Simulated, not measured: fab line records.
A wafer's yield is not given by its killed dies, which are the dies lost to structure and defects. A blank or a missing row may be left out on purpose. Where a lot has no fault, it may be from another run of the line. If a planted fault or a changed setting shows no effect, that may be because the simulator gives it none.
The tool behind it: which one? | flow n5_finfet | 30 wafers from 10 lots sampled at 5 of the route's 1938 steps

WHAT THE GAUGES READ, wafer by wafer
The record holds no reading of a measuring or inspecting step that can be judged against a usual standard deviation.

WHAT TOOL EACH LOT RAN ON (gives the tool, then ch and the chambers of the sampled wafers, and finally the start)
lot  | N5_BEOL_M7_DESCUM_33               | N5_BEOL_M7_VIA_ETCH_34             | N5_BEOL_M7_STRIP_80                | N5_BEOL_M7_PRE_CLEAN_45      | N5_PASSIVATION_PROBE_49
L638 | rie_diel-04 ch 0,2,3, day 9 20:08  | rie_diel-04 ch 0,2,3, day 9 20:19  | rie_diel-04 ch 0,2,3, day 9 20:28  | pvd_sputter-02, day 9 22:51  | -
L641 | rie_diel-03 ch 0,2, day 10 04:07   | rie_diel-03 ch 0,2, day 10 04:17   | rie_diel-03 ch 0,2, day 10 04:28   | pvd_sputter-02, day 10 05:10 | -
L640 | rie_diel-04 ch 0,2,3, day 10 04:15 | rie_diel-04 ch 0,2,3, day 10 04:26 | rie_diel-04 ch 0,2,3, day 10 04:36 | pvd_sputter-02, day 10 05:15 | -
L639 | rie_diel-03 ch 1,2,3, day 10 04:32 | rie_diel-03 ch 1,2,3, day 10 04:43 | rie_diel-03 ch 1,2,3, day 10 04:53 | pvd_sputter-02, day 10 05:44 | -
L644 | rie_diel-04 ch 0,2,3, day 10 09:17 | rie_diel-04 ch 0,2,3, day 10 09:28 | rie_diel-04 ch 0,2,3, day 10 09:38 | pvd_sputter-02, day 10 10:27 | -
L647 | rie_diel-04 ch 1,2,3, day 11 12:53 | rie_diel-04 ch 1,2,3, day 11 13:04 | rie_diel-04 ch 1,2,3, day 11 13:14 | pvd_sputter-02, day 11 14:05 | -
L649 | rie_diel-03 ch 1,2, day 12 23:58   | rie_diel-03 ch 1,2, day 13 00:08   | rie_diel-03 ch 1,2, day 13 00:19   | pvd_sputter-03, day 13 00:56 | -
L659 | rie_diel-04 ch 1,2,3, day 14 12:25 | rie_diel-04 ch 1,2,3, day 14 12:36 | rie_diel-04 ch 1,2,3, day 14 12:46 | pvd_sputter-03, day 14 13:29 | prober-02, day 18 03:21
L657 | rie_diel-02 ch 1,2,3, day 14 12:37 | rie_diel-02 ch 1,2,3, day 14 12:48 | rie_diel-02 ch 1,2,3, day 14 12:58 | pvd_sputter-03, day 14 13:39 | prober-01, day 18 06:56
L661 | rie_diel-02 ch 0,2,3, day 16 00:26 | rie_diel-02 ch 0,2,3, day 16 00:37 | rie_diel-02 ch 0,2,3, day 16 00:47 | pvd_sputter-01, day 16 01:41 | -
- N5_BEOL_M7_DESCUM_33: chemistry O2, time 7 s.
- N5_BEOL_M7_VIA_ETCH_34: etches SiCOH lowk in C4F6/O2, target depth 125.5 nm, time 50.5 s.
- N5_BEOL_M7_STRIP_80: strips in N2/H2, time 10 s.
- N5_BEOL_M7_PRE_CLEAN_45: time 30 s.
- N5_PASSIVATION_PROBE_49

WHAT THE TOOLS THEMSELVES READ (means of the sampled wafers that have a number; where no wafer has one, the mark that the record gives instead)
N5_BEOL_M7_DESCUM_33. Usual: drypump_motor_current_A 5.8 A, standard deviation 0.56; oes_product_au 0.77 a.u., standard deviation 0.089; rf_vpp_V 242.9 V, standard deviation 1.3; showerhead_plenum_p_Torr 2.08 Torr, standard deviation 0.066; throttle_valve_pct 20.4 %, standard deviation 0.31.
lot  | tool        | drypump_motor_current_A (A) | oes_product_au (a.u.) | rf_vpp_V (V) | showerhead_plenum_p_Torr (Torr) | throttle_valve_pct (%) | flag
L638 | rie_diel-04 | 5.7                         | 0.74                  | 242.0        | 2.03                            | 20.2                   |
L641 | rie_diel-03 | 5.4                         | 0.71                  | 242.0        | 2.08                            | 20.9                   |
L640 | rie_diel-04 | 5.8                         | 0.73                  | 242.9        | 2.02                            | 20.3                   |
L639 | rie_diel-03 | 5.9                         | 0.73                  | 243.2        | 2.11                            | 20.4                   |
L644 | rie_diel-04 | 5.8                         | 0.73                  | 242.2        | 2.02                            | 20.3                   |
L647 | rie_diel-04 | 5.6                         | 0.75                  | 242.5        | 2.05                            | 20.2                   |
L649 | rie_diel-03 | 5.8                         | 0.80                  | 242.9        | 2.11                            | 20.5                   |
L659 | rie_diel-04 | 5.6                         | 0.74                  | 241.6        | 2.05                            | 20.2                   |
L657 | rie_diel-02 | 6.0                         | 0.78                  | 244.1        | 2.10                            | 20.4                   |
L661 | rie_diel-02 | 5.7                         | 0.86                  | 242.8        | 2.10                            | 20.4                   |

N5_BEOL_M7_VIA_ETCH_34. Usual: C4F6_flow_sccm 10.00 sccm, standard deviation 0.032; drypump_motor_current_A 5.8 A, standard deviation 0.56; oes_o_777_au 0.77 a.u., standard deviation 0.087; oes_product_au 0.77 a.u., standard deviation 0.089; rf_vpp_V 667 V, standard deviation 11; showerhead_plenum_p_Torr 2.83 Torr, standard deviation 0.085; throttle_valve_pct 20.81 %, standard deviation 0.27.
lot  | tool        | C4F6_flow_sccm (sccm) | drypump_motor_current_A (A) | oes_o_777_au (a.u.) | oes_product_au (a.u.) | rf_vpp_V (V) | showerhead_plenum_p_Torr (Torr) | throttle_valve_pct (%) | flag
L638 | rie_diel-04 | 10.00                 | 5.8                         | 0.73                | 0.73                  | 659          | 2.77                            | 20.74                  |
L641 | rie_diel-03 | 9.98                  | 5.5                         | 0.73                | 0.71                  | 672          | 2.82                            | 21.20                  |
L640 | rie_diel-04 | 10.00                 | 5.7                         | 0.73                | 0.73                  | 657          | 2.77                            | 20.75                  |
L639 | rie_diel-03 | 10.02                 | 5.9                         | 0.74                | 0.73                  | 673          | 2.86                            | 20.79                  |
L644 | rie_diel-04 | 10.00                 | 5.8                         | 0.73                | 0.73                  | 658          | 2.76                            | 20.76                  |
L647 | rie_diel-04 | 10.00                 | 5.6                         | 0.74                | 0.75                  | 672          | 2.80                            | 20.64                  |
L649 | rie_diel-03 | 10.02                 | 5.8                         | 0.81                | 0.80                  | 676          | 2.84                            | 20.85                  |
L659 | rie_diel-04 | 9.99                  | 5.6                         | 0.73                | 0.73                  | 672          | 2.79                            | 20.67                  |
L657 | rie_diel-02 | 9.99                  | 6.0                         | 0.77                | 0.78                  | 671          | 2.87                            | 20.86                  |
L661 | rie_diel-02 | 9.98                  | 5.6                         | 0.85                | 0.86                  | 660          | 2.86                            | 20.91                  |

N5_BEOL_M7_STRIP_80. Usual: bias_power_w 6.999 W (standard deviation 0.021); chamber_pressure_mTorr 19.998 mTorr (standard deviation 0.019); drypump_motor_current_A 5.8 A (standard deviation 0.56); oes_product_au 0.77 a.u. (standard deviation 0.089); rf_vpp_V 59.1 V (standard deviation 0.77); showerhead_plenum_p_Torr 2.52 Torr (standard deviation 0.077); throttle_valve_pct 23.59 % (standard deviation 0.28).
lot  | tool        | bias_power_w (W) | chamber_pressure_mTorr (mTorr) | drypump_motor_current_A (A) | oes_product_au (a.u.) | rf_vpp_V (V) | showerhead_plenum_p_Torr (Torr) | throttle_valve_pct (%) | flag
L638 | rie_diel-04 | 7.008            | 19.986                         | 5.8                         | 0.73                  | 58.8         | 2.46                            | 23.54                  |
L641 | rie_diel-03 | 6.999            | 20.004                         | 5.4                         | 0.71                  | 58.7         | 2.49                            | 23.90                  |
L640 | rie_diel-04 | 7.002            | 19.990                         | 5.8                         | 0.74                  | 59.2         | 2.46                            | 23.53                  |
L639 | rie_diel-03 | 7.007            | 20.016                         | 5.9                         | 0.73                  | 59.7         | 2.56                            | 23.61                  |
L644 | rie_diel-04 | 7.006            | 19.999                         | 5.8                         | 0.73                  | 59.2         | 2.46                            | 23.54                  |
L647 | rie_diel-04 | 6.992            | 19.993                         | 5.6                         | 0.75                  | 59.1         | 2.49                            | 23.47                  |
L649 | rie_diel-03 | 7.005            | 19.987                         | 5.8                         | 0.79                  | 59.0         | 2.52                            | 23.60                  |
L659 | rie_diel-04 | -                | -                              | -                           | -                     | -            | -                               | -                      | OFF
L657 | rie_diel-02 | -                | -                              | -                           | -                     | -            | -                               | -                      | OFF
L661 | rie_diel-02 | 6.997            | 20.014                         | 5.7                         | 0.85                  | 59.7         | 2.54                            | 23.56                  |

N5_BEOL_M7_PRE_CLEAN_45. Usual: heater_power_w 337 W, standard deviation 22; susceptor_temp_C 249.97 C, standard deviation 0.17.
lot  | tool           | heater_power_w (W) | susceptor_temp_C (C) | flag
L638 | pvd_sputter-02 | 342                | 249.98               |
L641 | pvd_sputter-02 | 346                | 249.79               |
L640 | pvd_sputter-02 | 337                | 249.93               |
L639 | pvd_sputter-02 | 348                | 250.04               |
L644 | pvd_sputter-02 | 353                | 250.13               |
L647 | pvd_sputter-02 | 344                | 250.01               |
L649 | pvd_sputter-03 | 309                | 250.10               |
L659 | pvd_sputter-03 | 307                | 249.84               |
L657 | pvd_sputter-03 | 336                | 249.89               |
L661 | pvd_sputter-01 | 343                | 250.04               |

N5_PASSIVATION_PROBE_49. Usual: defect_limited_yield 91.4 %, standard deviation 1.4; killed_at_M0_to_M3 33, standard deviation 11; killed_at_M4_up 13, standard deviation 5.3; killed_at_contacts 13, standard deviation 6.1; killed_at_front_end 40, standard deviation 11; killed_at_other 2.9, standard deviation 2.7; killed_dies 102, standard deviation 17; killed_open 68, standard deviation 13; killed_short 32, standard deviation 7.5; sort_bin_4_leakage 0.00 %, standard deviation 0.022; sort_bin_5_function 5.1 %, standard deviation 0.98; sort_bin_6_memory 3.2 %, standard deviation 0.69; sort_n_pass 1077, standard deviation 21; sort_yield_pct 91.3 %, standard deviation 1.7.
lot  | tool      | defect_limited_yield (%) | killed_at_M0_to_M3 | killed_at_M4_up | killed_at_contacts | killed_at_front_end | killed_at_other | killed_dies | killed_open | killed_short | sort_bin_4_leakage (%) | sort_bin_5_function (%) | sort_bin_6_memory (%) | sort_n_pass | sort_yield_pct (%) | flag
L659 | prober-02 | 88.1                     | 39                 | 54              | 9                  | 36                  | 2.7             | 140         | 99          | 41           | 0.03                   | 7.4                     | 4.2                   | 1039        | 88.1               | OFF
L657 | prober-01 | 89.3                     | 25                 | 52              | 9                  | 36                  | 3.7             | 127         | 87          | 39           | 0.00                   | 6.9                     | 3.6                   | 1053        | 89.3               | OFF

THE ANSWER, worked out from the rows above alone
Rule: take the mean of a lot's wafers that have a number; if it is more than 3 standard deviations from the usual mean, the lot is off. Also off: a lot with no number at a reading for which 4 or more lots have one. Any other lot the step has rows for is counted as sound. First the gauges in route order, then the tools' own readings, where a lot's mean is used as printed above. The first step at which some lot is off is used, and at that step the reading that is off furthest; a lot without a number counts as furthest.
Off: L659, L657, at N5_BEOL_M7_STRIP_80 (bias_power_w). Without a number there: L659, L657.
A tool fits if, at that step or a process step before it, it ran every lot that is off, and no sound lot after the first of them. No candidate that was tried fits.

WHAT THE SIMULATOR PUT IN
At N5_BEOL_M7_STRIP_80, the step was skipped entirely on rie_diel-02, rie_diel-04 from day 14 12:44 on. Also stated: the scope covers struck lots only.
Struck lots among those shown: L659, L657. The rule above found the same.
